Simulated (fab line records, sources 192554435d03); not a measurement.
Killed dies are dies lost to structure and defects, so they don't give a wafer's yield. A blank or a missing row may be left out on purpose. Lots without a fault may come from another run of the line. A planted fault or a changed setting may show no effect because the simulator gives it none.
Split-lot experiment | flow n5_finfet | 7 lots, 21 wafers read, on a route of 1938 steps

THE SPLIT
At N5_BEOL_M12_TRENCH_ETCH_34 (etches SiOC in C4F8/O2/Ar, target depth 318.95 nm, time 125.5 s), the setting time_s was moved away from the recipe's 125.5 s on 7 of the 21 wafers read, by -12.5% to +14.7%. The other wafers ran this setting at the recipe's value.

FROM THE SPLIT TO THE READING: what the file shows between them, 1 step
- N5_BEOL_M12_STRIP_70: strips in C4F8/O2/Ar

THE READING
trench_depth_nm, in nm, at N5_BEOL_M12_OCD_MEAS_35. Fault-free wafers of this fab line usually give 319 nm, standard deviation 4.9 nm.

wafer  | tool, chamber at the split | time_s as run, s | against the recipe | trench_depth_nm, nm | against lot-mates on the recipe
L077.2 | rie_diel-01, 2             | 125.5            | recipe             | 312                 | -
L077.3 | rie_diel-01, 3             | 125.5            | recipe             | 325                 | -
L077.6 | rie_diel-01, 2             | 125.5            | recipe             | 316                 | -
L081.1 | rie_diel-06, 1             | 125.5            | recipe             | 311                 | -
L081.4 | rie_diel-06, 2             | 125.5            | recipe             | 315                 | -
L081.5 | rie_diel-06, 0             | 125.5            | recipe             | 319                 | -
L082.1 | rie_diel-06, 1             | 125.5            | recipe             | 314                 | -
L082.5 | rie_diel-06, 1             | 125.5            | recipe             | 312                 | -
L082.6 | rie_diel-06, 2             | 125.5            | recipe             | 318                 | -
L087.1 | rie_diel-06, 1             | 125.5            | recipe             | 314                 | -
L087.4 | rie_diel-06, 2             | 109.8            | -12.5%             | 277                 | -37
L087.5 | rie_diel-06, 1             | 109.8            | -12.5%             | 277                 | -37
L089.1 | rie_diel-04, 2             | 115.5            | -8.0%              | 300                 | -29
L089.3 | rie_diel-04, 0             | 115.5            | -8.0%              | 300                 | -29
L089.5 | rie_diel-04, 3             | 125.5            | recipe             | 329                 | -
L091.1 | rie_diel-06, 1             | 144              | +14.7%             | 361                 | +40
L091.2 | rie_diel-06, 0             | 144              | +14.7%             | 368                 | +47
L091.6 | rie_diel-06, 3             | 125.5            | recipe             | 321                 | -
L096.1 | rie_diel-04, 2             | 125.5            | recipe             | 323                 | -
L096.4 | rie_diel-04, 0             | 113.7            | -9.4%              | 289                 | -30
L096.5 | rie_diel-04, 0             | 125.5            | recipe             | 316                 | -

THE FIT
A straight line over all 21 wafers: trench_depth_nm changes by +3.07 nm for each +1% of time_s; r = +0.97; the points scatter about the line by 5.1 nm.
The same after taking each lot's own level away (the mean of its wafers on the recipe; 21 wafers): +3.06 nm for each +1%; r = +0.99; scatter 3.5 nm.
On that fit, the largest move of time_s shifts the reading by 45 nm.
The lots' own levels span 314.0 to 329.0 nm, that is 3.1 times the standard deviation above.
So the lot-to-lot level changes the slope little: the two slopes agree.
Check: with one of the wafers moved furthest among these (+14.7%) left out of the fit, the line predicts +46.6 nm for it against its lot-mates. It came out at +40 nm against them.

OTHER SPLITS ON THESE WAFERS
These wafers also went through other splits before the reading. Each is held against what the fit with the lots' levels taken away leaves over:
other split on the same wafers | wafers away from the commonest value | r with trench_depth_nm (lot level and that fit taken away)
N5_BEOL_M9_COAT_60 spin_rpm    | 6                                    | -0.20
N5_BEOL_M10_EXPOSE_25 dose_mj  | 6                                    | -0.34
N5_BEOL_M10_PEB_26 peb_time_s  | 9                                    | -0.19
N5_BEOL_M11_PECVD_70 time_s    | 8                                    | +0.06
N5_BEOL_M11_COAT_59 spin_rpm   | 5                                    | +0.21
N5_BEOL_M11_VIA_ETCH_34 time_s | 6                                    | +0.19
N5_BEOL_M11_ETCH_41 time_s     | 6                                    | +0.11

THE WHOLE CHAIN: every reading that the file lists as answering this split, in the file's order
step                       | what it does                                                    | reading                                                        | change (the file's fit)              | r (the file's)
N5_BEOL_M12_TRENCH_ETCH_34 | etches SiOC in C4F8/O2/Ar, target depth 318.95 nm, time 125.5 s | etch.depth_nm (the simulator's own value, which no gauge read) | +3.13 nm for each +1% of the setting | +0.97
N5_BEOL_M12_OCD_MEAS_35    |                                                                 | trench_depth_nm                                                | +3.11 nm for each +1% of the setting | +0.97

THE FILE'S OWN FIT
trench_depth_nm changes by +3.11 nm for each +1% of time_s, r = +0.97.
